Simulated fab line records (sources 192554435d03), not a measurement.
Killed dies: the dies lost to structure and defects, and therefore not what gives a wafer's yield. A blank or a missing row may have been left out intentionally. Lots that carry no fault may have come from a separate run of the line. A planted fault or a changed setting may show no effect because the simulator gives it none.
What tool caused it? / flow n5 finfet / 23 lots with 69 wafers sampled at 3 steps, on a route of 1938 steps

== WHAT THE GAUGES READ, wafer by wafer ==
N5_BEOL_M5_CD_MEAS_11 targets a cd of 27.74 nm. Usual: cd nm reads 28.02 nm (standard deviation 0.24).
lot=L074; measured=day 8 13:21; on=cd sem-01; cd nm (nm)=28.06 28.43 27.75; flag=
lot=L075; measured=day 9 07:12; on=cd sem-01; cd nm (nm)=27.98 27.95 27.63; flag=
lot=L076; measured=day 9 16:46; on=cd sem-02; cd nm (nm)=28.35 27.85 28.21; flag=
lot=L079; measured=day 9 18:10; on=cd sem-01; cd nm (nm)=28.09 27.77 28.20; flag=
lot=L078; measured=day 9 20:25; on=cd sem-01; cd nm (nm)=28.51 27.75 28.45; flag=
lot=L080; measured=day 10 02:46; on=cd sem-01; cd nm (nm)=27.96 28.18 27.95; flag=
lot=L081; measured=day 10 06:23; on=cd sem-02; cd nm (nm)=28.05 27.93 28.21; flag=
lot=L083; measured=day 10 20:35; on=cd sem-02; cd nm (nm)=28.14 28.20 28.24; flag=
lot=L082; measured=day 11 05:20; on=cd sem-02; cd nm (nm)=27.69 27.79 28.12; flag=
lot=L084; measured=day 11 15:25; on=cd sem-01; cd nm (nm)=27.91 28.05 28.19; flag=
lot=L086; measured=day 11 21:04; on=cd sem-02; cd nm (nm)=28.24 28.19 28.18; flag=
lot=L085; measured=day 12 00:57; on=cd sem-01; cd nm (nm)=27.80 27.87 27.58; flag=
lot=L087; measured=day 12 04:09; on=cd sem-01; cd nm (nm)=27.82 28.05 27.93; flag=
lot=L088; measured=day 12 07:17; on=cd sem-02; cd nm (nm)=28.36 27.76 28.14; flag=
lot=L090; measured=day 13 01:52; on=cd sem-02; cd nm (nm)=27.73 28.12 27.77; flag=
lot=L091; measured=day 13 05:19; on=cd sem-02; cd nm (nm)=27.87 28.28 28.03; flag=
lot=L089; measured=day 13 05:43; on=cd sem-02; cd nm (nm)=28.00 28.07 28.28; flag=
lot=L092; measured=day 13 13:41; on=cd sem-02; cd nm (nm)=27.96 28.08 27.78; flag=
lot=L093; measured=day 13 13:28; on=cd sem-02; cd nm (nm)=27.98 27.75 28.00; flag=
lot=L094; measured=day 14 07:02; on=cd sem-01; cd nm (nm)=28.03 28.04 27.72; flag=
lot=L096; measured=day 14 08:05; on=cd sem-01; cd nm (nm)=27.71 28.17 27.88; flag=
lot=L095; measured=day 14 08:32; on=cd sem-01; cd nm (nm)=28.08 27.94 27.79; flag=
lot=L097; measured=day 15 06:47; on=cd sem-01; cd nm (nm)=27.96 27.75 27.95; flag=

== WHAT TOOL EACH LOT RAN ON (gives the tool, then ch and the chambers of the sampled wafers, and finally the start) ==
lot=L074; N5_BEOL_M4_SPUTTER_90=pvd sputter-02, day 8 08:52; N5_BEOL_M5_HM_DEP_02=pvd sputter-03, day 8 12:58
lot=L075; N5_BEOL_M4_SPUTTER_90=pvd sputter-03, day 9 02:36; N5_BEOL_M5_HM_DEP_02=pvd sputter-03, day 9 06:41
lot=L076; N5_BEOL_M4_SPUTTER_90=pvd sputter-02, day 9 09:14; N5_BEOL_M5_HM_DEP_02=pvd sputter-01, day 9 16:22
lot=L079; N5_BEOL_M4_SPUTTER_90=pvd sputter-02, day 9 13:56; N5_BEOL_M5_HM_DEP_02=pvd sputter-02, day 9 17:39
lot=L078; N5_BEOL_M4_SPUTTER_90=pvd sputter-01, day 9 15:13; N5_BEOL_M5_HM_DEP_02=pvd sputter-03, day 9 19:54
lot=L080; N5_BEOL_M4_SPUTTER_90=pvd sputter-03, day 9 18:43; N5_BEOL_M5_HM_DEP_02=pvd sputter-01, day 10 02:14
lot=L081; N5_BEOL_M4_SPUTTER_90=pvd sputter-01, day 10 01:11; N5_BEOL_M5_HM_DEP_02=pvd sputter-01, day 10 05:58
lot=L083; N5_BEOL_M4_SPUTTER_90=pvd sputter-03, day 10 16:10; N5_BEOL_M5_HM_DEP_02=pvd sputter-03, day 10 20:04
lot=L082; N5_BEOL_M4_SPUTTER_90=pvd sputter-02, day 11 00:53; N5_BEOL_M5_HM_DEP_02=pvd sputter-02, day 11 04:50
lot=L084; N5_BEOL_M4_SPUTTER_90=pvd sputter-03, day 11 11:01; N5_BEOL_M5_HM_DEP_02=pvd sputter-01, day 11 15:01
lot=L086; N5_BEOL_M4_SPUTTER_90=pvd sputter-02, day 11 16:48; N5_BEOL_M5_HM_DEP_02=pvd sputter-02, day 11 20:34
lot=L085; N5_BEOL_M4_SPUTTER_90=pvd sputter-03, day 11 19:06; N5_BEOL_M5_HM_DEP_02=pvd sputter-02, day 12 00:26
lot=L087; N5_BEOL_M4_SPUTTER_90=pvd sputter-01, day 11 23:52; N5_BEOL_M5_HM_DEP_02=pvd sputter-02, day 12 03:38
lot=L088; N5_BEOL_M4_SPUTTER_90=pvd sputter-02, day 12 02:47; N5_BEOL_M5_HM_DEP_02=pvd sputter-02, day 12 06:46
lot=L090; N5_BEOL_M4_SPUTTER_90=pvd sputter-02, day 12 21:13; N5_BEOL_M5_HM_DEP_02=pvd sputter-02, day 13 01:28
lot=L091; N5_BEOL_M4_SPUTTER_90=pvd sputter-03, day 13 00:52; N5_BEOL_M5_HM_DEP_02=pvd sputter-02, day 13 04:55
lot=L089; N5_BEOL_M4_SPUTTER_90=pvd sputter-01, day 13 01:05; N5_BEOL_M5_HM_DEP_02=pvd sputter-03, day 13 05:12
lot=L092; N5_BEOL_M4_SPUTTER_90=pvd sputter-01, day 13 07:00; N5_BEOL_M5_HM_DEP_02=pvd sputter-01, day 13 13:09
lot=L093; N5_BEOL_M4_SPUTTER_90=pvd sputter-02, day 13 07:02; N5_BEOL_M5_HM_DEP_02=pvd sputter-01, day 13 12:55
lot=L094; N5_BEOL_M4_SPUTTER_90=pvd sputter-01, day 14 01:23; N5_BEOL_M5_HM_DEP_02=pvd sputter-01, day 14 06:30
lot=L096; N5_BEOL_M4_SPUTTER_90=pvd sputter-02, day 14 04:04; N5_BEOL_M5_HM_DEP_02=pvd sputter-03, day 14 07:41
lot=L095; N5_BEOL_M4_SPUTTER_90=pvd sputter-01, day 14 04:22; N5_BEOL_M5_HM_DEP_02=pvd sputter-03, day 14 08:01
lot=L097; N5_BEOL_M4_SPUTTER_90=pvd sputter-02, day 15 02:14; N5_BEOL_M5_HM_DEP_02=pvd sputter-02, day 15 06:24
- N5_BEOL_M4_SPUTTER_90: material Cu, target thk 4.5 nm, time 8.29 s.
- N5_BEOL_M5_HM_DEP_02: deposits TiN, target thk 20 nm.

== AS READ BY THE TOOLS THEMSELVES (means over the sampled wafers that have a number; for cases with no such wafer, the mark the record gives instead) ==
N5_BEOL_M4_SPUTTER_90. Usual: chuck gas flow sccm 1.28 sccm, standard deviation 0.05; susceptor temp C -20.00 C, standard deviation 0.12; throttle valve pct 30.3 %, standard deviation 0.7.
lot=L074; tool=pvd sputter-02; chuck gas flow sccm (sccm)=1.31; susceptor temp C (C)=-19.88; throttle valve pct (%)=30.5; flag=
lot=L075; tool=pvd sputter-03; chuck gas flow sccm (sccm)=1.29; susceptor temp C (C)=-20.06; throttle valve pct (%)=29.6; flag=
lot=L076; tool=pvd sputter-02; chuck gas flow sccm (sccm)=1.31; susceptor temp C (C)=-19.91; throttle valve pct (%)=30.5; flag=
lot=L079; tool=pvd sputter-02; chuck gas flow sccm (sccm)=1.28; susceptor temp C (C)=-20.01; throttle valve pct (%)=30.9; flag=
lot=L078; tool=pvd sputter-01; chuck gas flow sccm (sccm)=1.32; susceptor temp C (C)=-19.99; throttle valve pct (%)=30.4; flag=
lot=L080; tool=pvd sputter-03; chuck gas flow sccm (sccm)=1.25; susceptor temp C (C)=-20.01; throttle valve pct (%)=30.3; flag=
lot=L081; tool=pvd sputter-01; chuck gas flow sccm (sccm)=1.28; susceptor temp C (C)=-19.94; throttle valve pct (%)=30.9; flag=
lot=L083; tool=pvd sputter-03; chuck gas flow sccm (sccm)=1.27; susceptor temp C (C)=-19.97; throttle valve pct (%)=30.1; flag=
lot=L082; tool=pvd sputter-02; chuck gas flow sccm (sccm)=1.28; susceptor temp C (C)=-19.95; throttle valve pct (%)=30.8; flag=
lot=L084; tool=pvd sputter-03; chuck gas flow sccm (sccm)=1.33; susceptor temp C (C)=-19.98; throttle valve pct (%)=30.2; flag=
lot=L086; tool=pvd sputter-02; chuck gas flow sccm (sccm)=1.26; susceptor temp C (C)=-20.15; throttle valve pct (%)=30.8; flag=
lot=L085; tool=pvd sputter-03; chuck gas flow sccm (sccm)=1.29; susceptor temp C (C)=-20.04; throttle valve pct (%)=30.0; flag=
lot=L087; tool=pvd sputter-01; chuck gas flow sccm (sccm)=1.26; susceptor temp C (C)=-20.04; throttle valve pct (%)=30.7; flag=
lot=L088; tool=pvd sputter-02; chuck gas flow sccm (sccm)=1.26; susceptor temp C (C)=-20.05; throttle valve pct (%)=30.0; flag=
lot=L090; tool=pvd sputter-02; chuck gas flow sccm (sccm)=1.29; susceptor temp C (C)=-20.02; throttle valve pct (%)=31.0; flag=
lot=L091; tool=pvd sputter-03; chuck gas flow sccm (sccm)=1.26; susceptor temp C (C)=-19.87; throttle valve pct (%)=29.6; flag=
lot=L089; tool=pvd sputter-01; chuck gas flow sccm (sccm)=1.27; susceptor temp C (C)=-20.00; throttle valve pct (%)=30.4; flag=
lot=L092; tool=pvd sputter-01; chuck gas flow sccm (sccm)=1.33; susceptor temp C (C)=-19.90; throttle valve pct (%)=29.8; flag=
lot=L093; tool=pvd sputter-02; chuck gas flow sccm (sccm)=1.22; susceptor temp C (C)=-20.07; throttle valve pct (%)=30.8; flag=
lot=L094; tool=pvd sputter-01; chuck gas flow sccm (sccm)=1.28; susceptor temp C (C)=-20.09; throttle valve pct (%)=30.4; flag=
lot=L096; tool=pvd sputter-02; chuck gas flow sccm (sccm)=1.30; susceptor temp C (C)=-20.06; throttle valve pct (%)=31.2; flag=
lot=L095; tool=pvd sputter-01; chuck gas flow sccm (sccm)=1.26; susceptor temp C (C)=-19.98; throttle valve pct (%)=30.3; flag=
lot=L097; tool=pvd sputter-02; chuck gas flow sccm (sccm)=1.27; susceptor temp C (C)=-20.09; throttle valve pct (%)=31.2; flag=

N5_BEOL_M5_HM_DEP_02. Usual: susceptor temp C 25.00 C, standard deviation 0.11; throttle valve pct 30.2 %, standard deviation 0.73.
lot=L074; tool=pvd sputter-03; susceptor temp C (C)=25.02; throttle valve pct (%)=29.6; flag=
lot=L075; tool=pvd sputter-03; susceptor temp C (C)=25.02; throttle valve pct (%)=29.5; flag=
lot=L076; tool=pvd sputter-01; susceptor temp C (C)=25.06; throttle valve pct (%)=30.4; flag=
lot=L079; tool=pvd sputter-02; susceptor temp C (C)=24.84; throttle valve pct (%)=30.6; flag=
lot=L078; tool=pvd sputter-03; susceptor temp C (C)=24.95; throttle valve pct (%)=29.5; flag=
lot=L080; tool=pvd sputter-01; susceptor temp C (C)=24.97; throttle valve pct (%)=30.1; flag=
lot=L081; tool=pvd sputter-01; susceptor temp C (C)=25.09; throttle valve pct (%)=30.2; flag=
lot=L083; tool=pvd sputter-03; susceptor temp C (C)=25.03; throttle valve pct (%)=29.6; flag=
lot=L082; tool=pvd sputter-02; susceptor temp C (C)=25.03; throttle valve pct (%)=30.7; flag=
lot=L084; tool=pvd sputter-01; susceptor temp C (C)=25.00; throttle valve pct (%)=30.0; flag=
lot=L086; tool=pvd sputter-02; susceptor temp C (C)=24.92; throttle valve pct (%)=30.1; flag=
lot=L085; tool=pvd sputter-02; susceptor temp C (C)=24.93; throttle valve pct (%)=31.0; flag=
lot=L087; tool=pvd sputter-02; susceptor temp C (C)=24.98; throttle valve pct (%)=30.1; flag=
lot=L088; tool=pvd sputter-02; susceptor temp C (C)=24.99; throttle valve pct (%)=30.7; flag=
lot=L090; tool=pvd sputter-02; susceptor temp C (C)=25.01; throttle valve pct (%)=29.9; flag=
lot=L091; tool=pvd sputter-02; susceptor temp C (C)=25.00; throttle valve pct (%)=30.1; flag=
lot=L089; tool=pvd sputter-03; susceptor temp C (C)=25.04; throttle valve pct (%)=30.2; flag=
lot=L092; tool=pvd sputter-01; susceptor temp C (C)=24.93; throttle valve pct (%)=30.1; flag=
lot=L093; tool=pvd sputter-01; susceptor temp C (C)=25.09; throttle valve pct (%)=29.8; flag=
lot=L094; tool=pvd sputter-01; susceptor temp C (C)=24.99; throttle valve pct (%)=30.0; flag=
lot=L096; tool=pvd sputter-03; susceptor temp C (C)=24.91; throttle valve pct (%)=30.2; flag=
lot=L095; tool=pvd sputter-03; susceptor temp C (C)=25.14; throttle valve pct (%)=29.6; flag=
lot=L097; tool=pvd sputter-02; susceptor temp C (C)=24.94; throttle valve pct (%)=31.1; flag=

== THE ANSWER, worked out from the rows above alone ==
Rule: lot off if the mean of its wafers having a number is beyond 3 standard deviations from the usual mean. Also off: a lot with no number at a reading for which 4 or more lots have one. The other lots that the step has rows for count as sound. Order of review: gauges by route order, followed by the tools' own readings, for which a lot's mean as printed above is used. At the first step where some lot is off, the reading lying furthest off is the one used; lots without a number count as furthest.
Across all readings shown, no lot is off: no conclusion can be drawn from this.

== WHAT WAS PUT IN BY THE SIMULATOR ==
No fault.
